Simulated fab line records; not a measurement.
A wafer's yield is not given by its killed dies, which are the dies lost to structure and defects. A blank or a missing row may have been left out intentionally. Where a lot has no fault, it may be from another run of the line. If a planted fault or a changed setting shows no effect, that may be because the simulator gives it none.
fab line records	flow nand-harc
record lots=12	wafers=36	last-day=23
route steps=1159 shown A_CONTACT@910 A_M1@1037 A_BONDPAD@1075 END@1159
lots with no fault: from the same line, run without faults
start-h: the number of hours between the record's first day and the start of the first shown wafer of the lot	wait-h: hours from the lot's prior step to this one	" same as the row above	L1.1+2: a single row standing in for several wafers	- no value, or no start was given	* or withheld: withheld	< > ~ a bound
route shown NAME@n: a module of which the file shows steps, and the number in the route of the first	usual: mean/standard deviation of fault-free wafers	same: alike in all rows	chamber/n: place in a boat	sites: the reading at each site	_std_site: standard deviation across them	_edge_site: mean of outer sites minus mean of inner sites	radius-mm: how far each site lies from the wafer's centre	mask NAME#n: copy n	behind: the most recent tool/chamber to have shaped the wafer	hold: the reason the lot was held/the length of the hold in hours/how it ended	device: the transistor (n, p or np) that didn't switch	end of line: the route-end tests of the same wafers	step lacking rows: just its recipe	killed: dies lost to structure and defects at the first sort, not the wafer's yield	map: a wafer's dies, x killed, . not, _ none there
set.NAME: setting as actually run; set.NAME@STEP: the setting as run at that earlier step	model.NAME: the simulator's own value behind a step, which no gauge read
steps of the route over a sample of lots; a table a step, a row a wafer
services: a tool's chamber out of use, with start hour (start-h, from the record's first day; less than 0 if before it), hours out, and reason
## steps
# step NHARC_A_CONTACT_ETCH_130
# recipe source-w=withheld	pressure-mtorr=20	bias-v=1200	time-s=155	target-depth-a=9560	ar-flow-sccm=withheld	c4f8-flow-sccm=withheld	o2-flow-sccm=withheld	chemistry=C4F8/O2/Ar
lot.wafer	tool	chamber	start-h	wait-h	rf-hours-counter-h
L580.2	har-cap-etch-02	0	385.76	0.1	11
L580.5	"	1	"	"	-
L580.6	"	0	"	"	-
L581.2	har-cap-etch-03	0	386.87	0.1	84
L581.4	"	0	"	"	-
L581.3	"	1	"	"	-
L578.1	har-cap-etch-03	1	390.82	0.1	85
L578.4	"	1	"	"	-
L578.3	"	0	"	"	-
L579.1	har-cap-etch-01	1	403.90	0.1	67
L579.3	"	0	"	"	-
L579.6	"	1	"	"	-
L584.2	har-cap-etch-03	1	409.94	0.1	89
L584.5	"	0	"	"	-
L584.6	"	1	"	"	-
L585.2	har-cap-etch-01	0	428.14	0.2	71
L585.4	"	1	"	"	-
L585.3	"	0	"	"	-
L586.1	har-cap-etch-02	0	433.78	0.1	20
L586.4	"	1	"	"	-
L586.6	"	1	"	"	-
L588.1	har-cap-etch-01	1	454.99	0.1	74
L588.2	"	0	"	"	74
L588.3	"	0	"	"	-
L591.1	har-cap-etch-02	1	459.07	0.2	23
L591.3	"	0	"	"	-
L591.5	"	1	"	"	-
L590.1	har-cap-etch-01	0	467.70	0.1	78
L590.4	"	1	"	"	-
L590.3	"	0	"	"	-
L592.1	har-cap-etch-01	1	476.81	0.1	81
L592.2	"	0	"	"	81
L592.3	"	1	"	"	-
L598.1	har-cap-etch-01	0	494.91	0.2	84
L598.2	"	1	"	"	84
L598.4	"	0	"	"	-
# step NHARC_A_M1_OVL_MEAS_10
# recipe pitch-nm=240
# usual overlay-x-nm=-0.2/1	overlay-y-nm=0.1/0.89
lot.wafer	tool	chamber	start-h	wait-h	overlay-x-nm	overlay-y-nm
L580.2	overlay-02	-	406.09	-	-1.3	-0.8
L580.5	"	-	"	"	-0.5	0.0
L580.6	"	-	"	"	-0.7	-0.5
L581.2	overlay-01	-	406.80	-	-0.3	-0.2
L581.3	"	-	"	"	-0.9	-0.2
L581.4	"	-	"	"	-0.5	-0.6
L578.1	overlay-01	-	409.39	-	1.0	0.3
L578.3	"	-	"	"	0.0	0.3
L578.4	"	-	"	"	0.4	0.3
L579.1	overlay-02	-	433.16	-	0.2	-0.1
L579.3	"	-	"	"	0.6	0.3
L579.6	"	-	"	"	0.7	0.2
L584.2	overlay-01	-	433.56	-	0.0	-0.1
L584.5	"	-	"	"	-0.8	-0.1
L584.6	"	-	"	"	0.1	0.2
L585.2	overlay-01	-	453.72	-	-0.2	0.7
L585.3	"	-	"	"	-0.3	0.3
L585.4	"	-	"	"	-0.2	-0.1
L586.1	overlay-02	-	460.51	-	1.2	-2.4
L586.4	"	-	"	"	0.8	-2.2
L586.6	"	-	"	"	0.6	-1.7
L588.1	overlay-02	-	477.80	-	-1.7	0.1
L588.2	"	-	"	"	-1.6	0.1
L588.3	"	-	"	"	-1.5	-0.1
L591.1	overlay-02	-	481.52	-	1.0	-0.7
L591.3	"	-	"	"	1.3	-0.8
L591.5	"	-	"	"	1.0	-0.6
L590.1	overlay-02	-	491.73	-	-0.5	-1.3
L590.3	"	-	"	"	-0.2	-0.7
L590.4	"	-	"	"	-0.6	-1.4
L592.1	overlay-01	-	500.18	-	0.7	1.7
L592.2	"	-	"	"	0.3	1.9
L592.3	"	-	"	"	0.3	2.1
L598.1	overlay-01	-	516.36	-	-0.3	1.0
L598.2	"	-	"	"	-1.9	1.1
L598.4	"	-	"	"	-1.6	0.8
# step NHARC_A_M1_STRIP_18
# recipe power-w=1000	n2-flow-sccm=150	h2-flow-sccm=150	ar-flow-sccm=0	bias-w=0	chemistry=N2/H2
# usual drypump-motor-current-A=5.84/0.25	oes-product-au=1.003/0.013	rf-fwd-power-W=998/3	rf-vpp-V=90.7/0.93	showerhead-plenum-p-Torr=2.02/0.079	throttle-valve-pct=14.171/0.0089
# same bias-w=0
lot.wafer	tool	chamber	start-h	wait-h	drypump-motor-current-A	oes-product-au	rf-fwd-power-W	rf-hours-counter-h	rf-vpp-V	showerhead-plenum-p-Torr	throttle-valve-pct
L580.2	rie-diel-10	3	406.57	0.1	5.89	1.019	996	3.3	90.1	1.91	14.159
L580.6	"	3	"	"	5.89	1.019	994	-	90.1	1.91	14.158
L580.5	"	0	"	"	5.87	0.987	996	-	92.7	2.02	14.163
L581.4	rie-diel-10	3	407.28	0.1	5.86	1.010	995	3.4	89.9	1.91	14.166
L581.3	"	1	"	"	5.35	0.997	997	3.0	90.9	2.09	14.172
L581.2	"	2	"	"	5.92	0.977	995	2.9	89.9	2.12	14.174
L578.1	rie-diel-10	2	410.04	0.2	5.93	0.991	1000	3.3	90.1	2.12	14.179
L578.4	"	3	"	"	5.86	1.023	997	3.9	89.8	1.91	14.170
L578.3	"	0	"	"	5.87	0.987	994	4.0	90.2	2.02	14.163
L579.1	rie-diel-10	0	433.74	0.1	5.92	0.983	999	5.8	90.0	2.02	14.175
L579.3	"	2	"	"	5.93	0.969	997	4.4	90.7	2.12	14.172
L579.6	"	3	"	"	5.86	1.014	1000	-	88.5	1.91	14.178
L584.2	rie-diel-07	2	434.23	0.1	5.51	0.998	998	0.4	90.6	2.00	14.166
L584.5	"	1	"	"	5.72	1.018	1006	-	91.4	2.07	14.190
L584.6	"	2	"	"	5.52	1.001	998	-	90.9	2.00	14.165
L585.2	rie-diel-09	0	454.24	0.1	6.07	1.020	1002	0.8	91.6	2.04	14.154
L585.4	"	1	"	"	5.80	1.003	1002	0.9	90.4	2.00	14.166
L585.3	"	2	"	"	6.32	1.008	996	1.0	90.8	1.91	14.167
L586.1	rie-diel-07	1	461.01	0.1	5.71	1.015	1005	1.3	90.5	2.07	14.170
L586.4	"	0	"	"	6.10	1.018	999	1.3	90.1	2.16	14.172
L586.6	"	1	"	"	5.71	1.013	998	-	91.9	2.07	14.170
L588.2	rie-diel-07	2	478.27	0.1	5.51	1.004	998	1.5	90.3	2.00	14.169
L588.3	"	3	"	"	5.75	1.002	996	1.5	91.6	1.98	14.183
L588.1	"	1	"	"	5.72	1.013	1001	1.6	91.6	2.07	14.176
L591.3	rie-diel-10	2	482.00	0.1	5.94	0.980	997	4.9	91.2	2.12	14.174
L591.1	"	1	"	"	5.35	0.987	1000	9.0	92.0	2.09	14.171
L591.5	"	2	"	"	5.94	0.981	998	-	92.0	2.12	14.164
L590.1	rie-diel-07	0	492.21	0.1	6.08	1.032	1000	1.9	91.5	2.16	14.160
L590.3	"	1	"	"	5.72	1.022	994	1.9	91.2	2.07	14.174
L590.4	"	3	"	"	5.75	0.996	994	1.9	89.6	1.98	14.161
L592.2	rie-diel-09	1	500.68	0.1	5.78	1.002	999	4.8	90.5	1.99	14.164
L592.3	"	2	"	"	6.29	1.022	1000	4.6	88.2	1.91	14.165
L592.1	"	3	"	"	6.08	1.011	1002	4.3	89.5	1.92	14.166
L598.4	rie-diel-10	1	516.86	0.1	5.36	1.001	998	11.7	91.0	2.09	14.169
L598.1	"	2	"	"	5.95	0.984	998	7.6	92.7	2.12	14.169
L598.2	"	3	"	"	5.85	1.013	998	11.9	90.0	1.90	14.161
# step NHARC_A_BONDPAD_DESCUM_11
# recipe time-s=3	o2-flow-sccm=200	ar-flow-sccm=0	bias-power-w=0	chemistry=O2
# usual drypump-motor-current-A=5.57/0.21	oes-product-au=1.003/0.013	rf-vpp-V=57.5/0.89	showerhead-plenum-p-Torr=1.86/0.074	throttle-valve-pct=11.311/0.0083
# same bias-power-w=0
lot.wafer	tool	chamber	start-h	wait-h	drypump-motor-current-A	oes-product-au	rf-hours-counter-h	rf-vpp-V	showerhead-plenum-p-Torr	throttle-valve-pct
L580.2	rie-diel-05	0	410.95	-	5.72	0.999	2	57.0	1.94	11.308
L580.6	"	3	"	"	5.41	1.000	-	57.4	1.90	11.323
L580.5	"	0	"	"	5.71	0.995	-	56.8	1.94	11.319
L581.4	rie-diel-05	3	411.65	-	5.40	0.995	2	57.3	1.90	11.320
L581.3	"	1	"	"	5.40	1.009	2	59.0	1.79	11.320
L581.2	"	2	"	"	5.78	1.007	2	57.5	1.79	11.318
L578.1	rie-diel-12	2	414.33	-	5.94	1.015	5	58.3	2.04	11.309
L578.3	"	0	"	"	6.09	1.000	6	57.5	1.77	11.310
L578.4	"	1	"	"	5.39	0.996	6	59.3	1.83	11.295
L579.1	rie-diel-12	0	438.06	-	6.09	0.987	10	56.8	1.77	11.303
L579.3	"	3	"	"	5.93	1.002	9	57.7	1.97	11.308
L579.6	"	0	"	"	6.07	0.993	-	58.4	1.77	11.304
L584.2	rie-diel-05	3	438.68	-	5.36	0.995	3	56.6	1.90	11.323
L584.6	"	1	"	"	5.41	1.025	-	56.7	1.79	11.333
L584.5	"	2	"	"	5.75	1.018	-	58.0	1.79	11.316
L585.3	rie-diel-05	2	458.76	-	5.75	1.025	4	57.3	1.79	11.318
L585.4	"	0	"	"	5.76	0.993	4	56.8	1.94	11.304
L585.2	"	1	"	"	5.40	1.026	4	56.3	1.79	11.309
L586.1	rie-diel-05	3	465.63	-	5.34	0.997	4	58.5	1.90	11.311
L586.4	"	0	"	"	5.71	0.989	4	57.2	1.94	11.306
L586.6	"	3	"	"	5.36	1.003	-	58.5	1.90	11.311
L588.2	rie-diel-05	0	482.98	-	5.72	0.987	5	57.7	1.94	11.322
L588.3	"	1	"	"	5.40	1.011	5	57.5	1.79	11.294
L588.1	"	3	"	"	5.38	1.006	5	57.8	1.90	11.306
L591.3	rie-diel-05	2	486.35	-	5.74	1.008	5	58.2	1.79	11.307
L591.1	"	3	"	"	5.33	0.999	5	56.6	1.90	11.313
L591.5	"	0	"	"	5.74	1.001	-	56.4	1.94	11.300
L590.4	rie-diel-05	3	496.93	-	5.35	0.980	5	56.7	1.90	11.304
L590.3	"	1	"	"	5.43	1.029	5	57.1	1.79	11.307
L590.1	"	2	"	"	5.75	1.006	5	56.4	1.79	11.322
L592.1	rie-diel-05	0	505.03	-	5.71	0.981	6	59.1	1.94	11.327
L592.3	"	2	"	"	5.74	1.007	6	56.1	1.79	11.315
L592.2	"	3	"	"	5.31	0.988	6	58.5	1.90	11.313
L598.4	rie-diel-03	0	521.88	-	5.67	1.010	44	57.3	1.91	11.309
L598.1	"	1	"	"	5.25	0.993	46	57.3	1.81	11.302
L598.2	"	3	"	"	5.18	1.004	44	56.0	1.81	11.324
# step NHARC_END_SORT_01
# recipe temp-c=25
# usual killed-at-array=29/11	killed-at-other=0.6/1	killed-at-periphery=3.1/2.1	killed-dies=33/11	killed-open=3.1/1.9	killed-short=1.9/1.5
# same gross-dies=677
lot.wafer	tool	chamber	start-h	wait-h	killed-at-array	killed-at-other	killed-at-periphery	killed-dies	killed-open	killed-short
L592.1	prober-01	0	538.40	2.5	101	1	0	102	2	0
L592.2	prober-01	0	539.20	2.8	102	0	3	105	1	1
L592.3	prober-01	0	540.00	3.1	105	0	0	105	3	1
L598.1	prober-02	0	556.77	2.5	94	0	2	96	1	1
L598.2	prober-02	0	557.58	2.8	92	0	1	93	3	1
L598.4	prober-02	0	559.21	3.4	98	0	1	99	2	2
# killed by level:class
L592.1 A_CONTACT:unspecified=60 A_SLIT:chamber-film-flake=17 A_CHANNEL_HOLE_D1:chamber-film-flake=14 A_BLC:chamber-film-flake=4 A_STAIRCASE:chamber-film-flake=3 A_CONTACT:geometric-particle:open=1 STARTING-WAFER:geometric-particle:open=1 A_WL_FILL:chamber-film-flake=1
L592.2 A_CONTACT:unspecified=69 A_CHANNEL_HOLE_D1:chamber-film-flake=18 A_SLIT:chamber-film-flake=9 A_CONTACT:chamber-film-flake=4 A_BLC:chamber-film-flake=2 P_CONTACT:geometric-particle:short=1 P_M1:geometric-particle:open=1 P_ZERO_WELL:chamber-film-flake=1
L592.3 A_CONTACT:unspecified=67 A_CHANNEL_HOLE_D1:chamber-film-flake=18 A_SLIT:chamber-film-flake=7 A_CONTACT:chamber-film-flake=4 A_STAIRCASE:chamber-film-flake=3 A_CHANNEL_FILL_D1:geometric-particle:open=2 A_BLC:chamber-film-flake=2 A_CHANNEL_HOLE_D1:geometric-particle:short=1
L598.1 A_CONTACT:unspecified=64 A_CHANNEL_HOLE_D1:chamber-film-flake=12 A_SLIT:chamber-film-flake=8 A_CONTACT:chamber-film-flake=5 A_STAIRCASE:chamber-film-flake=2 P_M1:geometric-particle:short=1 A_CONTACT:geometric-particle:open=1 P_GATE:chamber-film-flake=1
L598.2 A_CONTACT:unspecified=66 A_SLIT:chamber-film-flake=11 A_CHANNEL_HOLE_D1:chamber-film-flake=9 A_CONTACT:geometric-particle:open=3 A_CONTACT:chamber-film-flake=2 A_CONTACT:geometric-particle:short=1 P_GATE:chamber-film-flake=1
L598.4 A_CONTACT:unspecified=65 A_SLIT:chamber-film-flake=20 A_CHANNEL_HOLE_D1:chamber-film-flake=5 A_WL_FILL:chamber-film-flake=3 A_CONTACT:chamber-film-flake=2 P_M0:geometric-particle:open=1 A_ONON_D1:geometric-particle:open=1 A_CHANNEL_HOLE_D1:geometric-particle:short=1
## services
tool	chamber	start-h	hours	kind
rie-diel-03	2	369.60	2.7	repair
rie-diel-05	0	374.10	-	clean
rie-diel-05	1	374.10	-	clean
rie-diel-05	2	374.10	-	clean
rie-diel-05	3	374.10	-	clean
rie-diel-12	-	379.48	9.0	pm
rie-diel-10	2	383.31	1.8	repair
rie-diel-09	3	387.13	3.0	repair
rie-diel-03	-	392.32	9.0	pm
rie-diel-05	0	398.61	-	clean
rie-diel-05	1	398.61	-	clean
rie-diel-05	2	398.61	-	clean
rie-diel-05	3	398.61	-	clean
rie-diel-07	-	405.20	9.0	pm
rie-diel-10	2	414.26	6.5	repair
rie-diel-05	0	423.11	-	clean
rie-diel-09	-	431.10	9.0	pm
rie-diel-10	2	438.72	26.1	repair
rie-diel-03	3	441.29	4.3	repair
rie-diel-12	0	468.07	3.5	repair
rie-diel-07	-	468.08	0.2	repair
rie-diel-10	-	486.32	0.4	repair
rie-diel-05	-	517.60	9.0	pm
rie-diel-07	-	520.65	1.2	repair
## key
first-sign step=NHARC_END_SORT_01	reading=killed-at-array	direction=up	sigmas=6.5	usual=29	struck=99
effect step=NHARC_END_SORT_01	reading=killed-dies	direction=up	sigmas=6.3	usual=33	struck=100
more-kills-born-at NHARC_A_CONTACT_ETCH_130@har-cap-etch-01=382
met-at NHARC_A_CONTACT_ETCH_130
struck-lots L592,L598
tester-left-out L592,L598
not-acting-at NHARC_A_M1_OVL_MEAS_10,NHARC_A_M1_STRIP_18,NHARC_A_BONDPAD_DESCUM_11
onset-between 467.70 476.81
also-fits time
fault kind=chamber-particle-source	tool=har-cap-etch-01	chamber=-	onset-h=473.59	steps=NHARC_A_CONTACT_ETCH_130	rate-per-visit-cm2=0.39886	end-h=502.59
# tester-left-out: of these lots the tester's yield and bins aren't shown, on N5 and GAA mostly nor the transistor test; their killed dies are dies lost to structure and defects alone, not to doping, threshold or leakage, so they don't give the yield
